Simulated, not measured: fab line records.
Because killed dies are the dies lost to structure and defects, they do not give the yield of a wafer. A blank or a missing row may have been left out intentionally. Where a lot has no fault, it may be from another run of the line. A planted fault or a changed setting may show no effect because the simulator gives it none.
Lot-split experiment -- flow n5Finfet -- 7 lots, 21 wafers read, on a route of 1938 steps

## THE SPLIT ITSELF
At N5_BEOL_M0_SAQP_HM_DEP_02 (deposits TiN, target thk 12 nm), the setting targetThkA was moved away from the recipe's 120 angstrom on 9 of the 21 wafers read, by -13.4% to +12.5%. This setting was run at the recipe's value on the other wafers.

The split's own step is where the reading is taken.

## THE READING
TiN_of_BEOL_M0_SAQP_HM_DEP_02.thkNm (the simulator's own value, which no gauge read), in nm, at N5_BEOL_M0_SAQP_HM_DEP_02 (deposits TiN, target thk 12 nm). There is no usual value for it anywhere in the file. Average 12.0 nm, standard deviation 0.087 nm, over the 12 wafers here run with the recipe.

wafer,"tool, chamber at the split","targetThkA as run, angstrom",against the recipe,"TiN_of_BEOL_M0_SAQP_HM_DEP_02.thkNm, nm",against lot-mates on the recipe
L077.3,"pvdSputter-03, -",103.9,-13.4%,10.4,-1.6
L077.4,"pvdSputter-03, -",103.9,-13.4%,10.4,-1.6
L077.5,"pvdSputter-03, -",120,recipe,12,-
L079.1,"pvdSputter-02, -",124.1,+3.4%,12.4,+0.4
L079.3,"pvdSputter-02, -",124.1,+3.4%,12.4,+0.4
L079.5,"pvdSputter-02, -",120,recipe,12,-
L080.2,"pvdSputter-03, -",120,recipe,11.8,-
L080.6,"pvdSputter-03, -",120,recipe,11.8,-
L080.5,"pvdSputter-03, -",126.5,+5.4%,12.4,+0.6
L085.1,"pvdSputter-02, -",104,-13.3%,10.6,-1.4
L085.5,"pvdSputter-02, -",104,-13.3%,10.4,-1.6
L085.6,"pvdSputter-02, -",120,recipe,12,-
L088.2,"pvdSputter-03, -",105.4,-12.2%,10.6,-1.4
L088.3,"pvdSputter-03, -",120,recipe,12,-
L088.6,"pvdSputter-03, -",120,recipe,12,-
L092.1,"pvdSputter-01, -",120,recipe,12,-
L092.3,"pvdSputter-01, -",120,recipe,12,-
L092.2,"pvdSputter-01, -",135,+12.5%,13.4,+1.4
L095.1,"pvdSputter-02, -",120,recipe,12,-
L095.6,"pvdSputter-02, -",120,recipe,12,-
L095.3,"pvdSputter-02, -",120,recipe,11.8,-

THE FIT
A straight line over all 21 wafers: TiN_of_BEOL_M0_SAQP_HM_DEP_02.thkNm changes by +0.112 nm for each +1% of targetThkA; r = +0.99; the points scatter about the line by 0.09 nm.
The same after taking each lot's own level away (the mean of its wafers on the recipe; 21 wafers): +0.115 nm for each +1%; r = +1.00; scatter 0.055 nm.
The reading moves by 1.5 nm for the largest change in targetThkA, on that fit.
From 11.80 to 12.00 nm: that is the span of the lots' own levels, equal to 2.3 times the standard deviation above.
Hence the lot-to-lot level has little effect on the slope; both slopes agree.
Check: with one of the wafers moved furthest among these (-13.4%) left out of the fit, the line predicts -1.53 nm for it against its lot-mates. It came out at -1.6 nm against them.

## THE FILE'S OWN FIT
TiN_of_BEOL_M0_SAQP_HM_DEP_02.thkNm changes by +0.115 nm for each +1% of targetThkA, r = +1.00.
